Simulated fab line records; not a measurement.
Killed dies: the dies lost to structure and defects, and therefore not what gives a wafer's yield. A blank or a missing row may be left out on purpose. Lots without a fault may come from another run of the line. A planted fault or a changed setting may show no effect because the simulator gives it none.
Chamber matching / flow n5-finfet / N5_HKMG_FIN_NWFM_ALD_20 on ald-metal-04 has 4 sister chambers
The step deposits TiAlC, target thk 2 nm, pulse time 3 s, purge time 2 s. 8 wafers are shown with their chamber, then 9 later ones without.

== EACH WAFER AND ITS CHAMBER ==
wafer=L085.2; chamber=3; heater-power-w (W)=525; precursor-pulse-height-rel=1.030
wafer=L085.5; chamber=2; heater-power-w (W)=437; precursor-pulse-height-rel=1.013
wafer=L086.1; chamber=3; heater-power-w (W)=528; precursor-pulse-height-rel=1.019
wafer=L086.2; chamber=0; heater-power-w (W)=523; precursor-pulse-height-rel=1.000
wafer=L086.6; chamber=0; heater-power-w (W)=514; precursor-pulse-height-rel=0.978
wafer=L091.2; chamber=1; heater-power-w (W)=487; precursor-pulse-height-rel=0.992
wafer=L091.4; chamber=2; heater-power-w (W)=438; precursor-pulse-height-rel=1.020
wafer=L091.5; chamber=1; heater-power-w (W)=499; precursor-pulse-height-rel=1.029

== WAFERS WITH NO CHAMBER GIVEN ==
wafer=L092.2; heater-power-w (W)=430; precursor-pulse-height-rel=1.009
wafer=L092.4; heater-power-w (W)=514; precursor-pulse-height-rel=1.002
wafer=L092.5; heater-power-w (W)=479; precursor-pulse-height-rel=0.977
wafer=L095.3; heater-power-w (W)=430; precursor-pulse-height-rel=1.001
wafer=L095.5; heater-power-w (W)=421; precursor-pulse-height-rel=1.002
wafer=L095.6; heater-power-w (W)=493; precursor-pulse-height-rel=0.994
wafer=L097.3; heater-power-w (W)=490; precursor-pulse-height-rel=1.020
wafer=L097.4; heater-power-w (W)=511; precursor-pulse-height-rel=0.977
wafer=L097.5; heater-power-w (W)=533; precursor-pulse-height-rel=0.975

== THE CHAMBER EACH PASSED THROUGH ==
wafer=L092.2; from the rows above=2; in truth=2
wafer=L092.4; from the rows above=can't be placed: 0 or 3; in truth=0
wafer=L092.5; from the rows above=1; in truth=1
wafer=L095.3; from the rows above=2; in truth=2
wafer=L095.5; from the rows above=2; in truth=2
wafer=L095.6; from the rows above=1; in truth=1
wafer=L097.3; from the rows above=1; in truth=1
wafer=L097.4; from the rows above=0; in truth=0
wafer=L097.5; from the rows above=can't be placed: 0 or 3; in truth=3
Placed correctly: 7 of 9. Cannot be placed on the basis of these rows: 2; the candidates contain the true chamber in 2. Number placed wrongly: 0.
How it was worked out, from the rows above alone: a wafer's distance from a chamber is the root of the sum, over the readings, of the square of ((its reading less the chamber's mean) divided by the reading's scatter). The wafer belongs to the nearest chamber; if the next one is less than 2 further off, it can't be placed. The mean given for a chamber averages the wafers shown for that chamber. How the scatter is found: for the shown wafers, subtract from each reading the mean of its chamber, square and add these, divide the total by (wafers less chambers), then take the root.
